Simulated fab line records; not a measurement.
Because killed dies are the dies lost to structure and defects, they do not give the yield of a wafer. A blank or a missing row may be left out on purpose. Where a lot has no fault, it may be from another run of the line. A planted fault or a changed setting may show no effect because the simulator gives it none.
8D (eight disciplines) problem report, filled in by code + flow n5Finfet + the parts of the form that need people (team, actions taken, sign-off) are left out

1. THE ISSUE
Mean M3_ILD_THK at N5_BEOL_M3_THK_MEAS_01: 105.5 nm over 4 wafers in 2 lots; fault-free wafers: 79.2 nm, standard deviation 1.1. That is +24 standard deviations from the usual mean.
Seen first at day 9 04:01 on filmMetro-02, wafer L497.2. The record holds 27 wafers of 9 lots with a number at this step. Rule for "out", or "out of limits": more than 4 standard deviations from the usual mean. The other wafers with a number count as sound.

2. WHAT THIS IS AND IS NOT
| question                    | is                             | is not                                                                                       |
|-----------------------------|--------------------------------|----------------------------------------------------------------------------------------------|
| which readings at this step | M3_ILD_THK                     | -                                                                                            |
| which lots                  | L497, L501                     | L491, L492, L493, L504, L508, L511, L513                                                     |
| which wafers of those lots  | L497.2, L497.4, L501.2, L501.4 | L497.6, L501.5                                                                               |
| read on which gauges        | filmMetro-02                   | filmMetro-01                                                                                 |
| when                        | from day 9 04:01               | up to then (10 sound wafers); but 13 sound wafers of L501, L504, L508, L511, L513 came after |

3. WHAT RULES OUT EACH SUSPECT
Counting: a tool at a process step up to the reading stays a suspect if it ran every lot that is out. Sound lots after the first of them don't rule it out here, since some wafers of a struck lot are sound.
- the gauge at N5_BEOL_M3_THK_MEAS_01 is ruled out. All the wafers that are out were read on filmMetro-02, but those of them that N5_PASSIVATION_PROBE_49 has rows for are out there too, on other tools.
- rtpAnneal-01 at N5_BEOL_M2_ANNEAL_51 (time 90 s): kept. It ran every lot that is out, first L497 (day 9 03:05).
- pecvd-03 at N5_BEOL_M3_ILD_DEP_00 (deposits SiOC from DEMS/O2, target thk 79 nm, time 15.3 s): kept. It processed each lot that is out (first: L497, day 9 03:57); up to then, its last sound lot is L492 (day 7 06:44).
After counting, rtpAnneal-01 at N5_BEOL_M2_ANNEAL_51 and pecvd-03 at N5_BEOL_M3_ILD_DEP_00 remain.

4. THE CAUSE (what the simulator had put in)
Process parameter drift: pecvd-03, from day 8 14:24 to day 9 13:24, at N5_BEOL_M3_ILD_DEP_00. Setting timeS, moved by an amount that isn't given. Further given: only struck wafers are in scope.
2 suspects survive the count, and this tool is in that group.

5. THE CHAIN OF EFFECTS, in route order
Each row: a reading whose mean over the struck wafers that have a number lies more than 3 standard deviations from the usual. Only readings whose record carries a usual standard deviation are examined. hours: median over the lots of the time between each lot's start at the first step of this table that gives one and its start at this step. sigmas: the change, counted in usual standard deviations.
| hours | step                    | reading             | usual   | on struck wafers | change | sigmas |
|-------|-------------------------|---------------------|---------|------------------|--------|--------|
| 0     | N5_BEOL_M3_THK_MEAS_01  | M3_ILD_THK          | 79.2 nm | 105.5            | +26.3  | +24    |
| 139   | N5_PASSIVATION_PROBE_49 | defectLimitedYield  | 91.4 %  | 54.9             | -36.6  | -24    |
| 139   | N5_PASSIVATION_PROBE_49 | killed_at_M0_to_M3  | 33      | 459              | +426   | +39    |
| 139   | N5_PASSIVATION_PROBE_49 | killedDies          | 102     | 533              | +431   | +25    |
| 139   | N5_PASSIVATION_PROBE_49 | sort_bin_5_function | 5.1 %   | 41.8             | +36.7  | +39    |
| 139   | N5_PASSIVATION_PROBE_49 | sortNPass           | 1078    | 647              | -431   | -24    |
| 139   | N5_PASSIVATION_PROBE_49 | sortYieldPct        | 91.3 %  | 54.9             | -36.4  | -24    |
The process steps in it:
- N5_PASSIVATION_PROBE_49
Readings that are blank on the struck wafers while sound wafers have them: CHAIN_V2 at N5_BEOL_M4_RC_MEAS_101; CHAIN_V2_max_site at N5_BEOL_M4_RC_MEAS_101.

6. WHAT WOULD HAVE CAUGHT IT SOONER
14 hours passed between the start of the fault at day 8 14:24 and the first reading out of limits at a measuring or inspecting step in this record, taken at day 9 04:01.
Tool readings at N5_BEOL_M3_ILD_DEP_00 with a usual standard deviation given in the record: none out on any struck wafer, hence no alarm at a limit of 4 standard deviations on them.
Lots out: 2; of these, L501 started N5_BEOL_M3_ILD_DEP_00 on pecvd-03 after day 9 04:01. Had the tool been put on hold then, it would have been spared.
